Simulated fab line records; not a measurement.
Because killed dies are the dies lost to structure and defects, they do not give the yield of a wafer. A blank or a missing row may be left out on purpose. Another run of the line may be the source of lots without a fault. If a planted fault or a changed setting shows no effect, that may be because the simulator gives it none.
Comparing a struck lot with a sound one || flow nand-harc || 14 steps out of a route of 1302
Sound: the wafers L770.1, L770.2, L770.3. Struck: wafer L782.2 (left out: L782.4, L782.5 of the same lot, which were not struck); the cause appears at the end.
For every step that has rows: the tool of each side, followed by ch and its chambers, followed by its first start. Under that, the readings that differ: sound wafers || struck wafers || difference of the means || sigmas: that difference in standard deviations of wafers without a fault.
alike: same words and numbers on both sides, and readings whose means sit less than 2 such deviations apart. not compared: any withheld reading, any reading some wafer has no value for, any bound like >300 that may hide the same value, and any number with overlapping values for which the record gives no deviation.
Wherever a step has rows on one side only, a row that says differs or no value, or a row with sigmas, the two part there. When numbers do not overlap yet have no deviation, they are printed without sigmas and do not part them. A reading that every wafer of one side lacks parts them only if that side has two wafers or more.

NHARC_A_CHANNEL_HOLE_D2_CD_MEAS_31:
  sound on cd-sem-02, day 17 23:05; struck on cd-sem-01, day 22 17:43
  alike: cd-nm
NHARC_A_CHANNEL_HOLE_D2_XSEM_32:
  sound on xsem-01 ch 0, day 17 23:10; struck on xsem-02 ch 0, day 22 17:49
{"reading": "tilt-deg (degrees)", "sound": "0.12 0.12 0.12", "struck": 0.03, "difference": -0.09, "sigmas": -2}
  alike: bot-cd-nm, bow-nm
NHARC_A_CHANNEL_HOLE_D2_INSPECT_40:
  sound on defect-inspect-01, day 17 23:16; struck on defect-inspect-02, day 22 17:54
  alike: raw-defect-count
then, 3 steps without rows for these wafers: NHARC_A_CHANNEL_FILL_D2_PRECLEAN_00 (cleans in SC1); NHARC_A_CHANNEL_FILL_D2_SRD_01; NHARC_A_CHANNEL_FILL_D2_ALD_02 (deposits SiO2, target thk 6 nm, pulse time 10 s, ald cycles 60).
NHARC_A_CHANNEL_FILL_D2_ALD_03: deposits SiNx, target thk 6 nm, pulse time 60 s, ald cycles 58.
  sound: ald-sin-batch-01 ch 0; struck: ald-sin-batch-02 ch 0
  alike: chamber-pressure-Torr, precursor-pulse-height-rel
NHARC_A_CHANNEL_FILL_D2_ALD_14: deposits SiO2, target thk 2.5 nm, pulse time 10 s, ald cycles 25.
  sound on ald-hk-01 ch 0,2,3, day 18 06:38; struck on ald-hk-04 ch 3, day 23 02:44
  alike: heater-power-w, precursor-pulse-height-rel
then, 1 step without rows for these wafers: NHARC_A_CHANNEL_FILL_D2_ALD_15 (deposits SiNx, target thk 2 nm, pulse time 60 s, ald cycles 19).
NHARC_A_CHANNEL_FILL_D2_ALD_16: deposits SiO2, target thk 1.5 nm, pulse time 10 s, ald cycles 15.
  sound on ald-hk-02 ch 0,1,3, day 18 11:47; struck on ald-hk-04 ch 0, day 23 07:56
  alike: heater-power-w, precursor-pulse-height-rel
then, 2 steps without rows for these wafers: NHARC_A_CHANNEL_FILL_D2_ANNEAL_17 (time 1800 s); NHARC_A_CHANNEL_FILL_D2_CVD_18 (deposits poly-Si, target thk 3 nm).
NHARC_A_CHANNEL_FILL_D2_ETCHBACK_19: etches the open film in HBr/Cl2, target depth 5 nm, time 1.7 s.
  sound on rie-si-05 ch 0,1,2, day 19 00:23; struck on rie-si-05 ch 1, day 23 19:27
{"reading": "oes-product-au (a.u.)", "sound": "1.009 1.008 1.016", "struck": 0.710, "difference": -0.301, "sigmas": -43}
{"reading": "rf-hours-counter-h (h)", "sound": "0.8 0.8 0.8", "struck": 0.3, "difference": -0.5, "sigmas": ""}
  alike: drypump-motor-current-A, throttle-valve-pct
NHARC_A_CHANNEL_FILL_D2_ETCHBACK_20: etches the open film in C4F8/O2/Ar, target depth 27 nm, time 13.5 s.
  sound on rie-diel-12 ch 1,2,3, day 19 00:31; struck on rie-diel-07 ch 0, day 23 19:35
{"reading": "rf-hours-counter-h (h)", "sound": "26 18 25", "struck": 1, "difference": -22, "sigmas": ""}
  alike: oes-product-au, rf-vpp-V

WHERE THEY PART
Last at NHARC_A_CHANNEL_FILL_D2_ETCHBACK_19 as far as this record goes, first at NHARC_A_CHANNEL_HOLE_D2_XSEM_32. Later steps at which nothing parts them and some readings are alike: NHARC_A_CHANNEL_FILL_D2_ETCHBACK_20.

WHY: whatever the simulator had introduced
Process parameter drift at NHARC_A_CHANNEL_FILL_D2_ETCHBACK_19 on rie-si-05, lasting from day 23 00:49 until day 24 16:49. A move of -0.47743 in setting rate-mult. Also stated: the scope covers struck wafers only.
